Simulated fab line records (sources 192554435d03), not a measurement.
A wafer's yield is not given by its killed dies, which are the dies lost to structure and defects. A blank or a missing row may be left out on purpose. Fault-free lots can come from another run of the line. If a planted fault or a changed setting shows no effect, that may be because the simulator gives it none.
Comparing a struck lot with a sound one | flow n5-finfet | 36 steps out of a route of 1938
Sound: these wafers, L609.1, L609.4, L609.6. Struck: wafer L622.2 (left out: L622.3, L622.5 of the same lot, which were not struck); the cause appears at the end.
Per side, at each step with rows, come the tool, then ch with its chambers, and then its first start. Under that, the readings that differ: sound wafers | struck wafers | difference of the means | sigmas: that difference in standard deviations of wafers without a fault.
alike: a reading whose means differ by less than 2 such deviations, as well as words and numbers matching on both sides. not compared: withheld readings; readings where some wafer has no value; bounds like >300 that might hide an equal value; numbers whose values overlap and for which the record gives no deviation.
A row with sigmas, a row that says differs or no value, or rows on one side alone: a step with any of these is where the two part. When numbers do not overlap yet have no deviation, they are printed without sigmas and do not part them. A reading missing from all wafers of one side parts the sides only when that side holds two or more wafers.

first, 9 steps without rows for these wafers: N5_BEOL_M5_ANNEAL_89 (time 1800 s); N5_BEOL_M5_SPUTTER_90 (material Cu, target thk 4.5 nm, time 8.29 s); N5_BEOL_M5_ECD_50 (material Cu, target thk 300 nm); N5_BEOL_M5_ANNEAL_51 (time 90 s); N5_BEOL_M5_CMP_52 (polishes, stops on SiCOH lowk, t overpolish 6.9 s, target thk 62 nm); N5_BEOL_M5_PRE_CLEAN_77 (time 15 s); N5_BEOL_M5_CO_CAP_78 (material Co, precursor CCTBA/H2, target thk 2 nm, time 102.1 s); N5_BEOL_M5_PRE_CLEAN_55 (time 15 s); N5_BEOL_M5_DEP_56 (deposits SiCN from 3MS/NH3, target thk 8 nm, time 14 s).
N5_BEOL_M6_ILD_DEP_00: deposits SiCOH lowk from DEMS/porogen, target thk 179.75 nm, time 33.4 s.
  sound on pecvd-04 ch 1,2, day 9 23:11; struck on pecvd-04 ch 0, day 13 18:05
  reading                                            | sound             | struck | difference | sigmas
  model.SiCOH_lowk_of_BEOL_M6_ILD_DEP_00.thk-nm (nm) | 183.6 186.4 186.4 | 192    | +7         |
  alike: heater-power-w, rf-fwd-power-W, showerhead-plenum-p-Torr, susceptor-temp-C, throttle-valve-pct
then, 1 step without rows for these wafers: N5_BEOL_M6_CURE_74 (cures SiCOH lowk, time 240 s).
N5_BEOL_M6_THK_MEAS_01:
  sound: film-metro-02 at day 9 23:46; struck: film-metro-02 at day 13 18:40
  reading         | sound             | struck | difference | sigmas
  M6_ILD_THK (nm) | 158.4 160.7 160.8 | 165.5  | +5.5       | +2
then, 23 steps without rows for these wafers: N5_BEOL_M6_PECVD_70 (deposits SiO2 from TEOS/O2, target thk 20 nm, time 22.7 s); N5_BEOL_M6_HM_DEP_02 (deposits TiN, target thk 20 nm); N5_BEOL_M6_COAT_59 (time 60 s, resist thk 100 nm); N5_BEOL_M6_COAT_60 (time 60 s, resist thk 35 nm); N5_BEOL_M6_COAT_05 (resist thk 90 nm); N5_BEOL_M6_EBR_07; N5_BEOL_M6_SOFTBAKE_06 (time 60 s); N5_BEOL_M6_EXPOSE_08 (exposes mask M6); N5_BEOL_M6_PEB_09 (peb time 60 s); N5_BEOL_M6_DEVELOP_10 (develop time 30 s); N5_BEOL_M6_DESCUM_16 (chemistry O2, time 7.9 s); N5_BEOL_M6_ETCH_61 (etches SiARC in CF4, target depth 45.5 nm, time 75.8 s); N5_BEOL_M6_ETCH_62 (etches SOC in N2/H2, target depth 110 nm, overetch 22 nm, time 165 s); N5_BEOL_M6_STRIP_68 (strips in N2/H2); N5_BEOL_M6_STRIP_67 (strips in CF4); N5_BEOL_M6_HM_OPEN_17 (chemistry Cl2/BCl3, target TiN, target depth 20 nm, overetch 6 nm); N5_BEOL_M6_STRIP_19 (strips in O2); N5_BEOL_M6_COAT_63 (time 60 s, resist thk 60 nm); N5_BEOL_M6_COAT_64 (time 60 s, resist thk 12 nm); N5_BEOL_M6_COAT_71 (time 60 s, resist thk 5 nm); N5_BEOL_M6_COAT_22 (resist thk 30 nm); N5_BEOL_M6_EBR_24; N5_BEOL_M6_SOFTBAKE_23 (time 60 s).
N5_BEOL_M6_CMP_52: polishes, stops on SiCOH lowk, t overpolish 6.9 s, target thk 80 nm.
  sound on cmp-01 ch 0,2,3, day 10 08:34; struck on cmp-04 ch 1, day 14 03:23
  reading                                            | sound             | struck | difference | sigmas
  motor-current-A (A)                                | 4.9 5.9 5.9       | 6.8    | +1.2       | +2
  model.SiCOH_lowk_of_BEOL_M6_ILD_DEP_00.thk-nm (nm) | 155.4 157.8 157.8 | 162.6  | +5.6       |
  alike: retaining-ring-pressure-frac

## WHERE THEY PART
At N5_BEOL_M6_THK_MEAS_01 first; at N5_BEOL_M6_CMP_52 last (within this record only).

WHY: whatever the simulator had introduced
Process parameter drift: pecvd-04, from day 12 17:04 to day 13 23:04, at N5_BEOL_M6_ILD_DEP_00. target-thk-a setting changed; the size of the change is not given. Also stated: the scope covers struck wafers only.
